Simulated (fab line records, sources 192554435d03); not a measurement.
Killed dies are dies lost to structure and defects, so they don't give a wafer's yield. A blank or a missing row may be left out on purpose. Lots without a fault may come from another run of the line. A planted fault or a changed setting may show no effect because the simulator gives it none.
Which tool did it? | flow n5_finfet | 13 lots, 38 wafers sampled, at 4 steps of a route of 1938

WHAT THE GAUGES READ, wafer by wafer
N5_PASSIVATION_CD_MEAS_30: target cd 4000 nm. Usual: cd_nm 3999.9 nm, standard deviation 2.
lot  | measured     | on        | cd_nm (nm)           | flag
L249 | day 12 07:52 | cd_sem-03 | 4000.5 4000.2 4000.3 |
L250 | day 12 11:26 | cd_sem-03 | 4001.4 4002.3 4001.3 |
L251 | day 12 20:48 | cd_sem-02 | 4001.8 4000.9 4001.7 |
L252 | day 12 20:28 | cd_sem-03 | 4001.5 4001.6 4000.7 |
L253 | day 14 04:46 | cd_sem-03 | 3999.1 3998.0        |
L254 | day 13 23:34 | cd_sem-02 | 3998.8 3998.6 3999.0 |
L255 | day 14 12:25 | cd_sem-02 | 3999.0 4001.8 4001.8 |
L256 | day 15 00:53 | cd_sem-02 | 3997.0 3998.4 3997.7 |
L257 | day 14 08:17 | cd_sem-03 | 3996.3 3998.3 3997.0 |
L260 | day 15 03:14 | cd_sem-01 | 4004.1 4002.0 4001.2 |
L268 | day 17 11:25 | cd_sem-03 | 3999.5 4002.4 4000.2 |
L270 | day 18 08:58 | cd_sem-01 | 3996.6 3998.3 3999.7 |
L272 | day 18 02:49 | cd_sem-01 | 4002.4 4000.0 4002.3 |

WHICH TOOL RAN EACH LOT (tool, then ch and the chambers of the sampled wafers, then the start)
lot  | N5_BEOL_M2_CVD_47               | N5_PASSIVATION_DEGAS_18      | N5_PASSIVATION_SPUTTER_20
L249 | cvd_co-01 ch 0,1,2, day 6 21:58 | pvd_sputter-02, day 12 07:13 | pvd_sputter-02, day 12 07:18
L250 | cvd_co-02 ch 0,1,2, day 7 02:48 | pvd_sputter-02, day 12 10:39 | pvd_sputter-02, day 12 10:44
L251 | cvd_co-01 ch 1,2, day 7 05:58   | pvd_sputter-03, day 12 20:09 | pvd_sputter-03, day 12 20:14
L252 | cvd_co-01 ch 0,2, day 7 09:02   | pvd_sputter-01, day 12 19:41 | pvd_sputter-01, day 12 19:46
L253 | cvd_co-01 ch 1,2, day 8 09:21   | pvd_sputter-01, day 14 03:59 | pvd_sputter-01, day 14 04:04
L254 | cvd_co-01 ch 0,1,2, day 8 22:08 | pvd_sputter-02, day 13 22:47 | pvd_sputter-02, day 13 22:52
L255 | cvd_co-02 ch 0,1, day 9 07:57   | pvd_sputter-03, day 14 11:46 | pvd_sputter-03, day 14 11:50
L256 | cvd_co-02 ch 0,2, day 9 08:14   | pvd_sputter-02, day 15 00:06 | pvd_sputter-02, day 15 00:11
L257 | cvd_co-02 ch 0,1, day 9 08:23   | pvd_sputter-01, day 14 07:38 | pvd_sputter-01, day 14 07:43
L260 | cvd_co-02 ch 0,1,2, day 9 14:30 | pvd_sputter-02, day 15 02:35 | pvd_sputter-02, day 15 02:40
L268 | cvd_co-01 ch 0,2, day 11 13:46  | pvd_sputter-03, day 17 10:37 | pvd_sputter-03, day 17 10:41
L270 | cvd_co-01 ch 0,1, day 12 11:07  | pvd_sputter-03, day 18 08:11 | pvd_sputter-03, day 18 08:16
L272 | cvd_co-02 ch 1,2, day 12 15:05  | pvd_sputter-02, day 18 02:10 | pvd_sputter-02, day 18 02:15
- N5_BEOL_M2_CVD_47: deposits Co from CCTBA/H2, target thk 3 nm, time 223.8 s.
- N5_PASSIVATION_DEGAS_18: time 60 s.
- N5_PASSIVATION_SPUTTER_20: material TaN, target thk 50 nm.

WHAT THE TOOLS THEMSELVES READ (means of the sampled wafers that have a number; where no wafer has one, the mark that the record gives instead)
N5_PASSIVATION_DEGAS_18. Usual: heater_power_w 474 W, standard deviation 54.
lot  | tool           | heater_power_w (W) | flag
L249 | pvd_sputter-02 | 500                |
L250 | pvd_sputter-02 | 438                |
L251 | pvd_sputter-03 | 462                |
L252 | pvd_sputter-01 | 470                |
L253 | pvd_sputter-01 | 502                |
L254 | pvd_sputter-02 | 489                |
L255 | pvd_sputter-03 | 473                |
L256 | pvd_sputter-02 | 484                |
L257 | pvd_sputter-01 | 505                |
L260 | pvd_sputter-02 | 549                |
L268 | pvd_sputter-03 | 451                |
L270 | pvd_sputter-03 | 454                |
L272 | pvd_sputter-02 | 519                |

N5_PASSIVATION_SPUTTER_20. Usual: throttle_valve_pct 29.7 %, standard deviation 1.2.
lot  | tool           | throttle_valve_pct (%) | flag
L249 | pvd_sputter-02 | 29.4                   |
L250 | pvd_sputter-02 | 29.7                   |
L251 | pvd_sputter-03 | 29.6                   |
L252 | pvd_sputter-01 | 29.3                   |
L253 | pvd_sputter-01 | 29.6                   |
L254 | pvd_sputter-02 | 31.2                   |
L255 | pvd_sputter-03 | 29.6                   |
L256 | pvd_sputter-02 | 29.4                   |
L257 | pvd_sputter-01 | 29.3                   |
L260 | pvd_sputter-02 | 29.2                   |
L268 | pvd_sputter-03 | 29.6                   |
L270 | pvd_sputter-03 | 29.8                   |
L272 | pvd_sputter-02 | 30.0                   |

THE ANSWER, worked out from the rows above alone
Rule: a lot is off if the mean of its wafers that have a number lies more than 3 standard deviations from the usual mean. A lot without any number at a reading at which 4 lots or more have one is off too. The other lots that the step has rows for count as sound. The gauges are gone through in route order, then the tools' own readings, and for those a lot's mean is taken as printed above. The first step at which some lot is off is used, and at that step the reading that is off furthest; a lot without a number counts as furthest.
No lot is off at any reading shown: from this, nothing can be told.

WHAT THE SIMULATOR HAD PUT IN
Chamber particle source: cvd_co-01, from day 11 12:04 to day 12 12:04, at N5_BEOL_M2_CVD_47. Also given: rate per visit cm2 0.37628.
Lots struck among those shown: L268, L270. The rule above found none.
